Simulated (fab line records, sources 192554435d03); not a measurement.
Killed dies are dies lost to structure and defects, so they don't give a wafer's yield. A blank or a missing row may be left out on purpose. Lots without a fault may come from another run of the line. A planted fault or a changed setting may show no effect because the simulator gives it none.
Split-lot experiment | flow n5_finfet | 7 lots, 39 wafers read, on a route of 1938 steps

THE SPLIT
At N5_GATE_CUT_EXPOSE_10 (exposes mask GATE CUT, target cd 20 nm), the setting dose_mj was moved away from the recipe's 43.25 on 15 of the 39 wafers read, by -7.9% to +6.6%. The other wafers ran this setting at the recipe's value.

FROM THE SPLIT TO THE READING: what the file shows between them, 2 steps
- N5_GATE_CUT_PEB_11: peb time 60 s
- N5_GATE_CUT_DEVELOP_12: develop time 30 s

THE READING
cd_nm, in nm, at N5_GATE_CUT_CD_MEAS_13 (target cd 20 nm). Fault-free wafers of this fab line usually give 19.93 nm, standard deviation 0.27 nm.

wafer  | tool, chamber at the split | dose_mj as run | against the recipe | cd_nm, nm | against lot-mates on the recipe
L078.1 | euv_scanner-02, 0          | 43.25          | recipe             | 19.91     | -
L078.2 | euv_scanner-02, 0          | 43.25          | recipe             | 19.70     | -
L078.3 | euv_scanner-02, 0          | 46.09          | +6.6%              | 21.12     | +1.31
L078.4 | euv_scanner-02, 0          | 46.09          | +6.6%              | 20.87     | +1.06
L078.5 | euv_scanner-02, 0          | 46.09          | +6.6%              | 21.33     | +1.52
L078.6 | euv_scanner-02, 0          | 43.25          | recipe             | 19.81     | -
L082.1 | euv_scanner-01, 0          | 40.89          | -5.5%              | 18.79     | -1.29
L082.2 | euv_scanner-01, 0          | 43.25          | recipe             | 20.06     | -
L082.3 | euv_scanner-01, 0          | 40.89          | -5.5%              | 18.41     | -1.67
L082.4 | euv_scanner-01, 0          | 43.25          | recipe             | 20.05     | -
L082.5 | euv_scanner-01, 0          | 40.89          | -5.5%              | 18.24     | -1.84
L082.6 | euv_scanner-01, 0          | 43.25          | recipe             | 20.13     | -
L085.1 | euv_scanner-02, 0          | 43.25          | recipe             | 19.94     | -
L085.2 | euv_scanner-02, 0          | 43.25          | recipe             | 19.47     | -
L085.3 | euv_scanner-02, 0          | 43.25          | recipe             | 20.15     | -
L085.4 | euv_scanner-02, 0          | 43.25          | recipe             | 20.09     | -
L085.5 | euv_scanner-02, 0          | 43.25          | recipe             | 19.85     | -
L085.6 | euv_scanner-02, 0          | 43.25          | recipe             | 19.87     | -
L093.1 | euv_scanner-02, 0          | 43.25          | recipe             | 19.84     | -
L093.2 | euv_scanner-02, 0          | 45.39          | +4.9%              | 21.52     | +1.81
L093.3 | euv_scanner-02, 0          | 45.39          | +4.9%              | 21.13     | +1.42
L093.4 | euv_scanner-02, 0          | 43.25          | recipe             | 19.46     | -
L093.5 | euv_scanner-02, 0          | 45.39          | +4.9%              | 21.01     | +1.30
L093.6 | euv_scanner-02, 0          | 43.25          | recipe             | 19.83     | -
L094.1 | euv_scanner-02, 0          | 39.83          | -7.9%              | 18.04     | -2.17
L094.2 | euv_scanner-02, 0          | 39.83          | -7.9%              | 18.07     | -2.14
L094.3 | euv_scanner-02, 0          | 39.83          | -7.9%              | 17.89     | -2.32
L094.4 | euv_scanner-02, 0          | 43.25          | recipe             | 20.08     | -
L094.5 | euv_scanner-02, 0          | 43.25          | recipe             | 20.42     | -
L094.6 | euv_scanner-02, 0          | 43.25          | recipe             | 20.12     | -
L095.1 | euv_scanner-02, 0          | 43.25          | recipe             | 19.89     | -
L095.2 | euv_scanner-02, 0          | 43.25          | recipe             | 19.66     | -
L095.3 | euv_scanner-02, 0          | 43.25          | recipe             | 19.50     | -
L095.4 | euv_scanner-02, 0          | 44.29          | +2.4%              | 20.56     | +0.88
L095.5 | euv_scanner-02, 0          | 44.29          | +2.4%              | 20.06     | +0.38
L095.6 | euv_scanner-02, 0          | 44.29          | +2.4%              | 20.56     | +0.88
L097.4 | euv_scanner-01, 0          | 43.25          | recipe             | 20.11     | -
L097.5 | euv_scanner-01, 0          | 43.25          | recipe             | 19.72     | -
L097.6 | euv_scanner-01, 0          | 43.25          | recipe             | 19.86     | -

THE FIT
A straight line over all 39 wafers: cd_nm changes by +0.232 nm for each +1% of dose_mj; r = +0.96; the points scatter about the line by 0.25 nm.
The same after taking each lot's own level away (the mean of its wafers on the recipe; 39 wafers): +0.265 nm for each +1%; r = +0.97; scatter 0.23 nm.
On that fit, the largest move of dose_mj shifts the reading by 2.1 nm.
The lots' own levels span 19.683 to 20.207 nm, that is 1.9 times the standard deviation above.
So the lot-to-lot level changes the slope: the two fits differ.
Check: with one of the wafers moved furthest among these (-7.9%) left out of the fit, the line predicts -2.12 nm for it against its lot-mates. It came out at -2.17 nm against them.

THE WHOLE CHAIN: every reading that the file lists as answering this split, in the file's order
step                   | what it does                                                       | reading                                                         | change (the file's fit)               | r (the file's)
N5_GATE_CUT_CD_MEAS_13 | target cd 20 nm                                                    | cd_nm                                                           | +0.265 nm for each +1% of the setting | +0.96
N5_GATE_CUT_DESCUM_18  | chemistry O2, time 7 s                                             | GATE_CUT.cd_nm (the simulator's own value, which no gauge read) | +0.219 nm for each +1% of the setting | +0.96
N5_GATE_CUT_ETCH_37    | etches SOC in N2/H2, target depth 60 nm, overetch 12 nm, time 90 s | GATE_CUT.cd_nm (the simulator's own value, which no gauge read) | +0.212 nm for each +1% of the setting | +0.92
N5_GATE_CUT_ETCH_19    | etches SiNx in CH3F/O2, target depth 53.7 nm, time 76.7 s          | GATE_CUT.cd_nm (the simulator's own value, which no gauge read) | +0.199 nm for each +1% of the setting | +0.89

THE FILE'S OWN FIT
cd_nm changes by +0.265 nm for each +1% of dose_mj, r = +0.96.
